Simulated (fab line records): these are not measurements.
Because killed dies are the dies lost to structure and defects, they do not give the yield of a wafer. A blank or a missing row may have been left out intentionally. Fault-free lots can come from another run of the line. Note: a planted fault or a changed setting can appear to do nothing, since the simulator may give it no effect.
What tool caused it? | flow nand-harc | 24 lots with 72 wafers sampled at 4 steps, on a route of 1302 steps

== WHAT THE GAUGES SHOWED, per wafer ==
NHARC_A_CONTACT_CD_MEAS_53. Usual: cd-nm reads 289.5 nm (standard deviation 0.76).
lot  | measured     | on        | cd-nm (nm)        | flag
L074 | day 21 15:38 | cd-sem-03 | 289.8 290.7 289.9 |
L075 | day 22 08:40 | cd-sem-03 | 289.6 289.5 289.8 |
L077 | day 22 08:53 | cd-sem-03 | 289.4 289.0 289.6 |
L076 | day 22 22:08 | cd-sem-01 | 289.8 289.0 289.3 |
L078 | day 23 03:08 | cd-sem-03 | 289.8 289.9 290.1 |
L079 | day 23 06:35 | cd-sem-03 | 288.7 288.9 288.9 |
L080 | day 24 08:35 | cd-sem-03 | 289.7 289.8 289.7 |
L081 | day 24 15:46 | cd-sem-03 | 290.3 290.1 290.6 |
L082 | day 25 09:50 | cd-sem-01 | 287.7 288.2 288.7 |
L084 | day 25 13:15 | cd-sem-03 | 288.9 288.9 288.8 |
L083 | day 25 14:40 | cd-sem-03 | 290.8 290.8 290.9 |
L085 | day 26 03:38 | cd-sem-02 | 289.3 289.5 289.2 |
L086 | day 26 04:05 | cd-sem-01 | 290.2 289.8 290.4 |
L087 | day 26 12:26 | cd-sem-01 | 289.9 289.8 289.9 |
L089 | day 27 10:28 | cd-sem-01 | 289.0 288.7 289.2 |
L088 | day 27 11:53 | cd-sem-01 | 289.7 290.1 289.9 |
L091 | day 28 03:49 | cd-sem-02 | 288.5 288.4 288.5 |
L090 | day 28 19:21 | cd-sem-03 | 290.5 290.5 289.9 |
L095 | day 29 09:41 | cd-sem-02 | 289.9 290.1 290.1 |
L092 | day 29 13:27 | cd-sem-02 | 288.7 288.5 289.3 |
L093 | day 29 14:08 | cd-sem-01 | 290.3 290.6 289.8 |
L094 | day 30 06:59 | cd-sem-03 | 290.0 289.8 290.2 |
L096 | day 31 10:41 | cd-sem-03 | 288.9 288.1 288.9 |
L097 | day 31 13:05 | cd-sem-03 | 288.2 288.2 288.0 |

NHARC_A_CONTACT_CD_MEAS_69 targets a cd of 300 nm. Usual: cd-nm reads 300.1 nm (standard deviation 0.39).
lot  | measured     | on        | cd-nm (nm)        | flag
L074 | day 21 20:35 | cd-sem-03 | 300.6 300.7 300.4 |
L075 | day 22 16:14 | cd-sem-03 | 300.0 300.3 300.3 |
L077 | day 22 16:24 | cd-sem-03 | 301.1 300.4 300.1 |
L076 | day 23 05:53 | cd-sem-02 | 299.5 299.6 299.9 |
L078 | day 23 08:57 | cd-sem-01 | 300.3 300.6 300.1 |
L079 | day 23 12:16 | cd-sem-01 | 300.2 300.5 299.8 |
L080 | day 24 14:35 | cd-sem-02 | 299.9 300.8 299.8 |
L081 | day 24 22:19 | cd-sem-01 | 299.2 299.9 300.2 |
L082 | day 25 14:52 | cd-sem-01 | 299.8 300.1 299.6 |
L084 | day 25 18:02 | cd-sem-03 | 299.9 299.7 300.1 |
L083 | day 25 19:38 | cd-sem-02 | 300.1 300.2 300.5 |
L085 | day 26 09:18 | cd-sem-01 | 300.4 300.0 300.7 |
L086 | day 26 10:29 | cd-sem-02 | 299.5 299.7 299.8 |
L087 | day 26 19:10 | cd-sem-03 | 300.1 299.8 299.7 |
L089 | day 27 16:33 | cd-sem-03 | 299.2 299.6 300.2 |
L088 | day 27 18:04 | cd-sem-03 | 300.3 300.3 300.3 |
L091 | day 28 08:44 | cd-sem-03 | 299.4 299.9 299.6 |
L090 | day 29 00:16 | cd-sem-03 | 299.7 299.7 300.3 |
L095 | day 29 18:47 | cd-sem-02 | 300.3 299.8 300.5 |
L092 | day 29 20:11 | cd-sem-03 | 300.1 300.4 299.8 |
L093 | day 29 21:26 | cd-sem-03 | 300.5 300.4 299.9 |
L094 | day 30 11:52 | cd-sem-01 | 300.3 301.0 300.3 |
L096 | day 31 17:05 | cd-sem-01 | 299.6 300.0 299.5 |
L097 | day 31 19:25 | cd-sem-02 | 300.0 299.6 300.0 |

== EACH LOT AND THE TOOL THAT RAN IT (in order: tool; ch and the chambers of the sampled wafers; start) ==
lot  | NHARC_A_CONTACT_DESCUM_47          | NHARC_A_CONTACT_ETCH_116
L074 | rie-diel-03 ch 2,3, day 21 10:32   | har-cap-etch-01 ch 0, day 21 13:16
L075 | rie-diel-03 ch 1,2,3, day 22 03:33 | har-cap-etch-02 ch 0,1, day 22 06:14
L077 | rie-diel-04 ch 0,1,2, day 22 03:46 | har-cap-etch-03 ch 0,1, day 22 06:29
L076 | rie-diel-03 ch 0,3, day 22 15:58   | har-cap-etch-01 ch 0,1, day 22 19:04
L078 | rie-diel-04 ch 0,1,3, day 22 22:02 | har-cap-etch-03 ch 0, day 23 00:44
L079 | rie-diel-11 ch 0,1,3, day 22 22:32 | har-cap-etch-02 ch 1, day 23 04:03
L080 | rie-diel-11 ch 1,2,3, day 24 03:32 | har-cap-etch-02 ch 0,1, day 24 06:12
L081 | rie-diel-04 ch 1,2,3, day 24 10:40 | har-cap-etch-03 ch 0,1, day 24 13:22
L082 | rie-diel-03 ch 0,1,2, day 25 04:45 | har-cap-etch-01 ch 0,1, day 25 07:26
L084 | rie-diel-03 ch 2,3, day 25 07:47   | har-cap-etch-03 ch 0,1, day 25 10:53
L083 | rie-diel-04 ch 0,1,3, day 25 08:38 | har-cap-etch-02 ch 0,1, day 25 11:22
L085 | rie-diel-03 ch 1,2,3, day 25 22:31 | har-cap-etch-01 ch 0,1, day 26 01:17
L086 | rie-diel-04 ch 0,3, day 25 22:40   | har-cap-etch-03 ch 0,1, day 26 01:43
L087 | rie-diel-03 ch 1,2,3, day 26 07:20 | har-cap-etch-03 ch 0,1, day 26 10:02
L089 | rie-diel-03 ch 1,2,3, day 27 05:22 | har-cap-etch-03 ch 0,1, day 27 08:07
L088 | rie-diel-11 ch 0,2,3, day 27 06:39 | har-cap-etch-01 ch 0,1, day 27 09:29
L091 | rie-diel-11 ch 1,2, day 27 22:20   | har-cap-etch-01 ch 0,1, day 28 01:26
L090 | rie-diel-04 ch 1,2,3, day 28 13:23 | har-cap-etch-01 ch 0,1, day 28 16:23
L095 | rie-diel-04 ch 0,1,3, day 29 04:34 | har-cap-etch-01 ch 0,1, day 29 07:15
L092 | rie-diel-11 ch 0,1, day 29 08:16   | har-cap-etch-02 ch 0,1, day 29 11:03
L093 | rie-diel-03 ch 1,3, day 29 09:02   | har-cap-etch-03 ch 0,1, day 29 11:47
L094 | rie-diel-11 ch 0,1,3, day 30 01:55 | har-cap-etch-02 ch 0,1, day 30 04:35
L096 | rie-diel-11 ch 0,1, day 31 05:35   | har-cap-etch-02 ch 0,1, day 31 08:19
L097 | rie-diel-03 ch 1,2,3, day 31 08:00 | har-cap-etch-03 ch 1, day 31 10:42
- NHARC_A_CONTACT_DESCUM_47: chemistry O2, time 3 s.
- NHARC_A_CONTACT_ETCH_116: etches the open film in C4F8/O2/Ar, time 190 s, target depth 1850 nm.

== WHAT THE TOOLS THEMSELVES READ (means of the sampled wafers that have a number; where no wafer has one, the mark that the record gives instead) ==
NHARC_A_CONTACT_DESCUM_47. Usual: drypump-motor-current-A 5.8 A, standard deviation 0.42; oes-product-au 1.002 a.u., standard deviation 0.0077; rf-vpp-V 57.8 V, standard deviation 0.9; showerhead-plenum-p-Torr 1.93 Torr, standard deviation 0.074; throttle-valve-pct 11.311 %, standard deviation 0.0088.
lot  | tool        | drypump-motor-current-A (A) | oes-product-au (a.u.) | rf-vpp-V (V) | showerhead-plenum-p-Torr (Torr) | throttle-valve-pct (%) | flag
L074 | rie-diel-03 | 6.3                         | 0.993                 | 57.5         | 1.94                            | 11.313                 |
L075 | rie-diel-03 | 6.2                         | 0.997                 | 57.7         | 1.95                            | 11.317                 |
L077 | rie-diel-04 | 5.8                         | 0.998                 | 57.4         | 1.96                            | 11.313                 |
L076 | rie-diel-03 | 5.7                         | 0.990                 | 57.8         | 1.95                            | 11.318                 |
L078 | rie-diel-04 | 5.4                         | 1.005                 | 57.6         | 1.93                            | 11.313                 |
L079 | rie-diel-11 | 5.6                         | 1.011                 | 58.6         | 1.87                            | 11.309                 |
L080 | rie-diel-11 | 5.8                         | 0.997                 | 57.8         | 1.96                            | 11.309                 |
L081 | rie-diel-04 | 5.5                         | 1.011                 | 58.2         | 1.92                            | 11.310                 |
L082 | rie-diel-03 | 5.8                         | 0.999                 | 58.0         | 1.93                            | 11.313                 |
L084 | rie-diel-03 | 6.1                         | 1.014                 | 57.6         | 1.90                            | 11.301                 |
L083 | rie-diel-04 | 5.4                         | 0.999                 | 56.8         | 1.93                            | 11.309                 |
L085 | rie-diel-03 | 6.2                         | 0.995                 | 56.9         | 1.94                            | 11.317                 |
L086 | rie-diel-04 | 5.2                         | 1.012                 | 57.7         | 1.89                            | 11.311                 |
L087 | rie-diel-03 | 6.2                         | 1.005                 | 58.4         | 1.94                            | 11.311                 |
L089 | rie-diel-03 | 6.2                         | 0.995                 | 58.1         | 1.94                            | 11.311                 |
L088 | rie-diel-11 | 5.6                         | 0.998                 | 58.6         | 2.04                            | 11.304                 |
L091 | rie-diel-11 | 5.8                         | 1.004                 | 57.9         | 1.98                            | 11.301                 |
L090 | rie-diel-04 | 5.6                         | 1.011                 | 58.1         | 1.91                            | 11.321                 |
L095 | rie-diel-04 | 5.4                         | 0.998                 | 57.7         | 1.91                            | 11.309                 |
L092 | rie-diel-11 | 5.6                         | 1.002                 | 57.9         | 1.90                            | 11.309                 |
L093 | rie-diel-03 | 6.2                         | 0.999                 | 59.1         | 1.98                            | 11.311                 |
L094 | rie-diel-11 | 5.6                         | 1.004                 | 57.2         | 1.95                            | 11.321                 |
L096 | rie-diel-11 | 5.6                         | 1.000                 | 57.0         | 1.90                            | 11.299                 |
L097 | rie-diel-03 | 6.2                         | 1.003                 | 58.0         | 1.93                            | 11.310                 |

== THE ANSWER, worked out from the rows above alone ==
Rule: a lot counts as off when the mean over its wafers that have a number is more than 3 standard deviations away from the usual mean. A lot without any number at a reading at which 4 lots or more have one is off too. The other lots that the step has rows for count as sound. Order of review: gauges by route order, followed by the tools' own readings, for which a lot's mean as printed above is used. At the first step where some lot is off, the reading lying furthest off is the one used; lots without a number count as furthest.
Across all readings shown, no lot is off: no conclusion can be drawn from this.

== WHAT WAS PUT IN BY THE SIMULATOR ==
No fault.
